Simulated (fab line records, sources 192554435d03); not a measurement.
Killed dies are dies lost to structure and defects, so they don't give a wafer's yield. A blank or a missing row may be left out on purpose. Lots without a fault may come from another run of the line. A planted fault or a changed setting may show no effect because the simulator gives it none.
fab line records | flow n5_finfet
record lots=11 wafers=31 last_day=18
route steps=1938 shown START@1 WELL_APT@39 PMOS_HMC_CHANNEL_EPI@66 BEOL_M4@1111 PASSIVATION@1936
lots that met no fault: from a run of the same line without faults
start_h: hours from the record's first day to the start of the lot's first wafer shown | wait_h: hours since the lot's step before | " the same as in the row above | L1.1+2: a row that stands for several wafers | - no value, or no start given | * or withheld: withheld | < > ~ a bound
route shown NAME@n: a module of which the file shows steps, and the number in the route of the first | usual: mean/standard deviation of fault-free wafers | same: alike in all rows | chamber/n: place in a boat | sites: the reading at each site | _std_site: their standard deviation | _edge_site: outer sites' mean less inner sites' | radius_mm: how far each site lies from the wafer's centre | mask NAME#n: copy n | behind: the tool/chamber that last shaped the wafer | hold: why the lot was held/for how many hours/how that ended | device: the transistor (n, p or np) that didn't switch | end of line: the same wafers' tests at the end of the route | a step without rows: its recipe alone | killed: dies lost to structure and defects at the first sort, not the wafer's yield | map: a wafer's dies, x killed, . not, _ none there
set.NAME: the setting as run; set.NAME@STEP: as run at that earlier step | model.NAME: the simulator's own value behind a step, which no gauge read
steps of the route over a sample of lots; a table a step, a row a wafer
services: from which hour (start_h, from the record's first day; less than 0 if before it) a tool's chamber was out of use, for how many hours, and why
## steps
# step N5_START_INSPECT_01
# recipe inspect_instrument=unpatterned_scan mode=incoming
# usual raw_defect_count=5.5/2.4
# columns lot.wafer tool chamber start_h wait_h raw_defect_count
L259.4 defect_inspect-02 - 12.04 - 11
L259.5 " - " " 7
L259.6 " - " " 3
L260.2 defect_inspect-01 - 18.03 - 7
L260.4 " - " " 3
L260.6 " - " " 10
L262.1 defect_inspect-01 - 30.03 - 3
L262.2 " - " " 7
L262.5 " - " " 4
L267.1 defect_inspect-01 - 60.03 - 5
L267.3 " - " " 4
L267.5 " - " " 7
L268.1 defect_inspect-01 - 66.03 - 9
L268.3 " - " " 3
L270.1 defect_inspect-02 - 78.03 - 6
L270.2 " - " " 6
L275.3 defect_inspect-01 - 108.04 - 3
L275.4 " - " " 5
L275.5 " - " " 8
L276.1 defect_inspect-01 - 114.03 - 6
L276.2 " - " " 4
L276.3 " - " " 5
L279.1 defect_inspect-02 - 132.03 - 6
L279.5 " - " " 5
L279.6 " - " " 6
L281.1 defect_inspect-01 - 144.03 - 2
L281.2 " - " " 6
L281.4 " - " " 9
L282.2 defect_inspect-01 - 150.03 - 10
L282.4 " - " " 6
L282.5 " - " " 3
# step N5_WELL_APT_EXPOSE_22
# recipe mask_id=PWELL na=0.8 source_shape=conventional sigma_outer=0.8 polarization=unpolarized defocus_nm=0 target_cd_nm=200 dose_mj=23.2
# columns lot.wafer tool chamber start_h wait_h mask
L259.4+5+6 krf_scanner-01 0 15.11 - PWELL#0
L260.2+4+6 krf_scanner-01 0 20.67 - PWELL#0
L262.1+2+5 krf_scanner-02 0 32.93 - PWELL#0
L267.1+3+5 krf_scanner-01 0 63.83 - PWELL#0
L268.1+3 krf_scanner-01 0 68.84 - PWELL#0
L270.1+2 krf_scanner-01 0 80.68 - PWELL#0
L275.3+4+5 krf_scanner-02 0 111.64 - PWELL#0
L276.1+2+3 krf_scanner-02 0 117.04 - PWELL#0
L279.1+5+6 krf_scanner-01 0 134.80 - PWELL#0
L281.1+2+4 krf_scanner-02 0 147.32 - PWELL#0
L282.2+4+5 krf_scanner-01 0 153.31 - PWELL#0
# step N5_WELL_APT_CD_MEAS_25
# recipe target_cd_nm=200 landing_energy_ev=500 detector=se_inlens
# usual cd_nm=199.7/2.1
# columns lot.wafer tool chamber start_h wait_h cd_nm
L259.4 cd_sem-01 0 15.27 - 202.2
L259.5 " 0 " " 199.7
L259.6 " 0 " " 201.7
L260.2 cd_sem-03 0 20.83 - 195.3
L260.4 " 0 " " 201.8
L260.6 " 0 " " 200.6
L262.1 cd_sem-01 0 33.11 - 200.4
L262.2 " 0 " " 201.0
L262.5 " 0 " " 202.5
L267.1 cd_sem-02 0 64.01 - 175.2
L267.3 " 0 " " 176.4
L267.5 " 0 " " 201.3
L268.1 cd_sem-01 0 69.02 - 173.8
L268.3 " 0 " " 175.8
L270.1 cd_sem-03 0 80.85 - 176.7
L270.2 " 0 " " 200.6
L275.3 cd_sem-01 0 111.80 - 199.4
L275.4 " 0 " " 199.9
L275.5 " 0 " " 197.7
L276.1 cd_sem-01 0 117.21 - 200.3
L276.2 " 0 " " 197.3
L276.3 " 0 " " 200.4
L279.1 cd_sem-03 0 134.97 - 200.0
L279.5 " 0 " " 194.4
L279.6 " 0 " " 194.6
L281.1 cd_sem-02 0 147.49 - 201.4
L281.2 " 0 " " 202.0
L281.4 " 0 " " 200.9
L282.2 cd_sem-03 0 153.48 - 198.8
L282.4 " 0 " " 201.0
L282.5 " 0 " " 202.8
# step N5_WELL_APT_OVL_MEAS_26
# recipe points_per_wafer=44
# usual PWELL_OVL=3/5
# columns lot.wafer tool chamber start_h wait_h PWELL_OVL[nm]
L259.4 overlay-02 0 15.30 0.0 8
L259.5 " 0 " " 7
L259.6 " 0 " " 9
L260.2 overlay-01 0 20.86 0.0 4
L260.4 " 0 " " 8
L260.6 " 0 " " 10
L262.1 overlay-02 0 33.14 0.0 1
L262.2 " 0 " " -4
L262.5 " 0 " " -2
L267.1 overlay-01 0 64.04 0.0 11
L267.3 " 0 " " 7
L267.5 " 0 " " 14
L268.1 overlay-01 0 69.05 0.0 3
L268.3 " 0 " " -3
L270.1 overlay-02 0 80.88 0.0 -2
L270.2 " 0 " " -3
L275.3 overlay-02 0 111.83 0.0 2
L275.4 " 0 " " -2
L275.5 " 0 " " 5
L276.1 overlay-02 0 117.24 0.0 3
L276.2 " 0 " " -3
L276.3 " 0 " " 2
L279.1 overlay-01 0 135.00 0.0 -3
L279.5 " 0 " " 0
L279.6 " 0 " " 2
L281.1 overlay-01 0 147.52 0.0 3
L281.2 " 0 " " 2
L281.4 " 0 " " 1
L282.2 overlay-01 0 153.51 0.0 5
L282.4 " 0 " " 10
L282.5 " 0 " " 7
# step N5_PMOS_HMC_CHANNEL_EPI_OVL_MEAS_10
# recipe points_per_wafer=44
# usual PMOS_HMC_BLK_OVL=-0.4/0.65
# columns lot.wafer tool chamber start_h wait_h PMOS_HMC_BLK_OVL[nm]
L259.4 overlay-02 0 17.47 0.0 -0.5
L259.5 " 0 " " -0.3
L259.6 " 0 " " 0.3
L260.2 overlay-01 0 23.07 0.0 -0.6
L260.4 " 0 " " -1.3
L260.6 " 0 " " -1.3
L262.1 overlay-02 0 35.31 0.0 0.5
L262.2 " 0 " " -0.2
L262.5 " 0 " " -0.2
L267.1 overlay-01 0 67.05 0.0 0.0
L267.3 " 0 " " 0.6
L267.5 " 0 " " -0.7
L268.1 overlay-02 0 71.21 0.0 0.1
L268.3 " 0 " " -1.0
L270.1 overlay-01 0 83.39 0.0 -0.2
L270.2 " 0 " " 0.9
L275.3 overlay-02 0 114.57 0.0 -0.2
L275.4 " 0 " " -1.2
L275.5 " 0 " " -0.9
L276.1 overlay-01 0 119.89 0.0 -1.0
L276.2 " 0 " " -1.9
L276.3 " 0 " " -0.5
L279.1 overlay-02 0 137.64 0.0 0.4
L279.5 " 0 " " -1.1
L279.6 " 0 " " -0.2
L281.1 overlay-01 0 150.09 0.0 0.2
L281.2 " 0 " " -0.3
L281.4 " 0 " " -0.2
L282.2 overlay-01 0 155.68 0.0 -1.3
L282.4 " 0 " " -1.1
L282.5 " 0 " " -1.8
# step N5_BEOL_M4_RC_MEAS_101
# usual DIBL_N=36.0/1.9 DIBL_P=36.0/2.1 IOFF_N=0.155/0.029 IOFF_P=0.20/0.032 ION_N=672/11 ION_P=461/6.9 SS_N=71.5/0.58 SS_P=73.2/0.64 VT_N=250.4/2.9 VT_P=-251.0/2.8
# columns lot.wafer tool chamber start_h wait_h DIBL_N[mV/V] DIBL_P[mV/V] IOFF_N[nA/um] IOFF_P[nA/um] ION_N[uA/um] ION_P[uA/um] SS_N[mV/dec] SS_P[mV/dec] VT_N[mV] VT_P[mV]
L259.4 prober-02 0 180.36 0.5 34.5 33.8 0.124 0.16 676 455 70.4 72.2 254.2 -256.0
L259.5 " 0 " " 35.0 35.0 0.131 0.17 659 446 71.1 72.5 253.3 -252.8
L259.6 " 0 " " 35.1 34.7 0.136 0.16 661 451 70.7 72.9 251.9 -257.8
L260.2 prober-02 0 185.41 0.2 36.5 35.3 0.129 0.19 654 452 71.4 73.9 254.5 -251.4
L260.4 " 0 " " 34.5 33.6 0.114 0.18 672 470 71.0 72.9 254.6 -251.4
L260.6 " 0 " " 34.4 33.3 0.112 0.17 666 462 70.8 72.3 254.9 -253.8
L262.1 prober-02 0 187.11 0.0 38.1 39.4 0.192 0.26 696 475 71.6 74.1 247.3 -244.9
L262.2 " 0 " " 39.6 40.4 0.218 0.27 682 466 72.0 73.4 244.8 -248.1
L262.5 " 0 " " 39.5 39.7 0.213 0.27 705 478 71.0 73.7 247.4 -247.3
L267.1 prober-01 0 227.73 0.0 38.1 38.0 0.178 0.22 688 468 71.8 73.3 247.4 -249.7
L267.3 " 0 " " 35.3 34.2 0.125 0.17 671 459 71.0 72.6 253.8 -253.8
L267.5 " 0 " " 37.7 37.6 0.177 0.21 690 464 71.1 73.1 247.6 -250.1
L270.1 prober-01 0 237.95 0.0 35.5 34.8 0.148 0.20 677 465 71.8 72.5 250.3 -251.6
L270.2 " 0 " " 37.3 36.5 0.174 0.22 681 468 71.6 73.5 250.7 -251.2
L268.1 prober-01 0 240.97 0.0 36.0 37.2 0.153 0.21 688 469 70.9 74.1 249.2 -248.9
L268.3 " 0 " " 35.7 36.8 0.155 0.22 672 467 71.1 73.8 250.3 -250.4
L275.3 prober-02 0 279.82 0.3 36.1 36.5 0.134 0.18 661 454 71.1 72.7 256.5 -253.1
L275.4 " 0 " " 38.4 39.7 0.181 0.22 688 462 71.6 74.1 251.6 -251.1
L275.5 " 0 " " 40.0 41.4 0.216 0.26 681 465 72.0 75.0 251.1 -249.7
L276.1 prober-01 0 285.18 0.0 35.9 37.6 0.158 0.19 682 463 71.7 73.3 251.3 -253.3
L276.2 " 0 " " 37.4 38.4 0.185 0.20 674 457 71.9 74.1 250.6 -255.3
L276.3 " 0 " " 35.4 37.0 0.133 0.17 658 456 71.7 73.5 255.4 -255.4
L279.1 prober-02 0 303.98 0.0 38.0 36.8 0.169 0.22 676 469 72.0 73.9 249.1 -247.3
L279.5 " 0 " " 36.2 35.3 0.148 0.20 673 462 70.9 73.6 250.4 -249.4
L279.6 " 0 " " 38.5 37.9 0.187 0.23 679 460 71.9 74.0 246.4 -247.4
L282.2 prober-01 0 311.51 0.2 37.5 36.0 0.179 0.23 672 465 71.6 73.9 248.6 -246.8
L282.4 " 0 " " 35.8 34.7 0.147 0.20 678 460 71.1 72.9 251.6 -250.3
L282.5 " 0 " " 38.0 36.4 0.173 0.24 657 450 71.5 73.8 248.6 -252.1
L281.1 prober-01 0 313.78 0.0 34.4 35.1 0.149 0.19 682 466 71.6 73.0 252.9 -249.1
L281.2 " 0 " " 33.3 33.1 0.118 0.15 661 450 71.0 72.6 255.5 -255.7
L281.4 " 0 " " 32.8 33.0 0.119 0.16 674 462 70.4 72.9 251.2 -253.9
# step N5_PASSIVATION_PROBE_49
# usual defect_limited_yield=91.0/1.5 killed_at_M0_to_M3=33/9.4 killed_at_M4_up=14/4.8 killed_at_contacts=13/7.3 killed_at_front_end=43/13 killed_at_other=3.6/2.9 killed_dies=106/18 killed_open=69/13 killed_short=35/8.2 sort_bin_5_function=5.3/1 sort_bin_6_memory=3.3/0.68 sort_n_pass=1074/18 sort_yield_pct=91.0/1.5
# same gross_dies=1180 killed_at_back_side=0 sort_bin_4_leakage[%]=0 sort_bin_8_speed[%]=0
# columns lot.wafer tool chamber start_h wait_h defect_limited_yield[%] killed_at_M0_to_M3 killed_at_M4_up killed_at_contacts killed_at_front_end killed_at_other killed_dies killed_open killed_short sort_bin_5_function[%] sort_bin_6_memory[%] sort_n_pass sort_yield_pct[%]
L267.1 prober-01 - 325.56 0.0 85.3 37 16 16 102 3 174 72 44 11.2 2.9 1006 85.3
L267.3 prober-01 - 325.66 0.1 87.3 35 13 7 90 5 150 68 38 8.8 3.6 1030 87.3
L267.5 prober-01 - 325.76 0.2 93.7 18 13 7 31 5 74 42 32 3.2 2.8 1106 93.7
L270.1 prober-02 - 345.08 0.0 87.6 40 20 13 68 5 146 66 42 8.2 3.9 1034 87.6
L270.2 prober-02 - 345.13 0.1 91.6 38 14 8 36 3 99 53 37 4.2 3.2 1081 91.6
L268.1 prober-01 - 350.89 0.0 86.5 27 13 18 100 1 159 68 25 10.5 2.5 1021 86.5
L268.3 prober-01 - 350.99 0.1 86.7 40 5 7 105 0 157 69 33 9.6 3.2 1023 86.7
L275.3 prober-02 - 381.59 0.1 91.5 37 14 6 41 2 100 59 38 4.7 3.6 1080 91.5
L275.4 prober-02 - 381.64 0.2 92.5 27 14 5 42 1 89 61 22 4.4 2.3 1091 92.5
L275.5 prober-02 - 381.69 0.2 89.5 52 16 15 41 0 124 82 41 6.1 4.2 1056 89.5
L282.2 prober-01 - 415.86 0.1 90.8 37 4 20 39 9 109 69 39 5.6 3.5 1071 90.8
L282.4 prober-01 - 415.96 0.2 91.1 34 9 21 33 8 105 64 33 4.3 4.0 1075 91.1
L282.5 prober-01 - 416.01 0.2 91.4 30 17 21 30 4 102 66 35 4.3 3.9 1078 91.4
# killed by level:class
L267.1 WELL_APT:area_expose=57 BEOL_M2:geometric_particle:open=20 FIN_SAQP:geometric_particle:short=12 STI_FIN_REVEAL:geometric_particle:open=9 MOL_CONTACT_COAG:geometric_particle:open=9 BEOL_M4:geometric_particle:open=8 FIN_SAQP:geometric_particle:open=7 MOL_CONTACT_COAG:geometric_particle:short=7
L267.3 WELL_APT:area_expose=44 STI_FIN_REVEAL:geometric_particle:open=11 FIN_SAQP:geometric_particle:short=9 BEOL_M0_SAQP:geometric_particle:short=8 DUMMY_GATE:geometric_particle:open=7 BEOL_M0_SAQP:geometric_particle:open=7 BEOL_M3:geometric_particle:short=7 BEOL_M4:geometric_particle:open=7
L267.5 FIN_SAQP:geometric_particle:short=9 BEOL_M4:geometric_particle:open=6 GATE_CUT:geometric_particle:short=6 BEOL_M2:geometric_particle:open=6 STI_FIN_REVEAL:geometric_particle:open=5 FIN_SAQP:geometric_particle:open=4 MOL_CONTACT_COAG:geometric_particle:short=4 MOL_CONTACT_COAG:geometric_particle:open=3
L270.1 WELL_APT:area_expose=37 BEOL_M0_SAQP:geometric_particle:short=11 MOL_CONTACT_COAG:geometric_particle:open=10 BEOL_M2:geometric_particle:open=9 FIN_SAQP:geometric_particle:short=7 STI_FIN_REVEAL:geometric_particle:open=7 FIN_SAQP:geometric_particle:open=6 BEOL_M6:geometric_particle:open=5
L270.2 BEOL_M0_SAQP:geometric_particle:open=14 BEOL_M0_SAQP:geometric_particle:short=13 HKMG_FIN:area_etch=8 MOL_CONTACT_COAG:geometric_particle:open=7 FIN_SAQP:geometric_particle:open=6 BEOL_M4:geometric_particle:open=6 STARTING-WAFER:geometric_particle:short=6 FIN_SAQP:geometric_particle:short=4
L268.1 WELL_APT:area_expose=66 MOL_CONTACT_COAG:geometric_particle:open=13 STI_FIN_REVEAL:geometric_particle:open=9 FIN_SAQP:geometric_particle:open=8 BEOL_M2:geometric_particle:open=6 BEOL_M5:geometric_particle:open=6 MOL_CONTACT_COAG:geometric_particle:short=5 FIN_SAQP:geometric_particle:short=4
L268.3 WELL_APT:area_expose=50 FIN_SAQP:geometric_particle:open=15 FIN_SAQP:geometric_particle:short=11 BEOL_M2:geometric_particle:open=11 BEOL_M0_SAQP:geometric_particle:short=9 BEOL_M0_SAQP:geometric_particle:open=7 STI_FIN_REVEAL:geometric_particle:open=6 MOL_CONTACT_COAG:geometric_particle:open=6
L275.3 STI_FIN_REVEAL:geometric_particle:open=14 FIN_SAQP:geometric_particle:short=10 FIN_SAQP:geometric_particle:open=7 BEOL_M0_SAQP:geometric_particle:open=7 BEOL_M0_SAQP:geometric_particle:short=6 BEOL_M3:geometric_particle:short=6 BEOL_M4:geometric_particle:open=6 BEOL_M2:geometric_particle:open=5
L275.4 STI_FIN_REVEAL:geometric_particle:open=12 BEOL_M2:geometric_particle:open=8 BEOL_M0_SAQP:geometric_particle:open=7 FIN_SAQP:geometric_particle:short=6 DUMMY_GATE:geometric_particle:open=5 MOL_CONTACT_COAG:geometric_particle:open=5 BEOL_M8:geometric_particle:open=5 HKMG_FIN:area_etch=5
L275.5 BEOL_M0_SAQP:geometric_particle:open=15 MOL_CONTACT_COAG:geometric_particle:open=13 BEOL_M0_SAQP:geometric_particle:short=12 DUMMY_GATE:geometric_particle:open=9 BEOL_M2:geometric_particle:open=8 BEOL_M3:geometric_particle:open=8 FIN_SAQP:geometric_particle:short=7 STI_FIN_REVEAL:geometric_particle:open=6
L282.2 MOL_CONTACT_COAG:geometric_particle:open=15 BEOL_M2:geometric_particle:open=12 ILD0:geometric_particle:short=8 BEOL_M1:geometric_particle:open=6 STARTING-WAFER:geometric_particle:open=6 FIN_SAQP:geometric_particle:short=5 FIN_SAQP:geometric_particle:open=5 STI_FIN_REVEAL:geometric_particle:open=5
L282.4 BEOL_M2:geometric_particle:open=18 MOL_CONTACT_COAG:geometric_particle:open=17 FIN_SAQP:geometric_particle:open=10 HKMG_FIN:area_etch=6 FIN_SAQP:geometric_particle:short=5 BEOL_M2:geometric_particle:short=5 PASS1_DEP:geometric_particle:open=5 STI_FIN_REVEAL:geometric_particle:open=4
L282.5 MOL_CONTACT_COAG:geometric_particle:open=17 BEOL_M2:geometric_particle:open=10 BEOL_M4:geometric_particle:open=8 FIN_SAQP:geometric_particle:short=7 DUMMY_GATE:geometric_particle:open=5 MOL_CONTACT_COAG:geometric_particle:short=4 BEOL_M3:geometric_particle:open=4 FIN_SAQP:geometric_particle:open=3
## services
# columns tool chamber start_h hours kind
krf_scanner-01 - -3.92 1.9 repair
krf_scanner-01 0 7.27 - calibration
krf_scanner-01 - 22.97 4.4 pm
krf_scanner-02 0 39.50 - calibration
krf_scanner-02 - 67.76 1.0 pm
krf_scanner-01 - 83.18 0.8 pm
krf_scanner-02 - 119.22 1.3 pm
krf_scanner-01 - 120.52 1.0 pm
krf_scanner-01 - 127.95 1.3 pm
krf_scanner-02 - 144.36 0.8 pm
## key
first_sign step=N5_WELL_APT_CD_MEAS_25 reading=cd_nm direction=down sigmas=12 usual=199.7 struck=175.6
effect step=N5_PASSIVATION_PROBE_49 reading=sort_bin_5_function direction=up sigmas=4.3 usual=5.3 struck=9.7
more_kills_born_at N5_WELL_APT_EXPOSE_22@krf_scanner-01=254
met_at N5_WELL_APT_EXPOSE_22
struck_lots L267,L268,L270
struck_wafers L267.1,L267.3,L268.1,L268.3,L270.1
not_acting_at N5_START_INSPECT_01,N5_WELL_APT_OVL_MEAS_26,N5_PMOS_HMC_CHANNEL_EPI_OVL_MEAS_10
onset_between 20.67 63.83
fault kind=process_parameter_drift tool=krf_scanner-01 chamber=- onset_h=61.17 steps=N5_WELL_APT_EXPOSE_22 channel=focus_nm offset=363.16 shape=step end_h=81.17 scope=struck_wafers_only
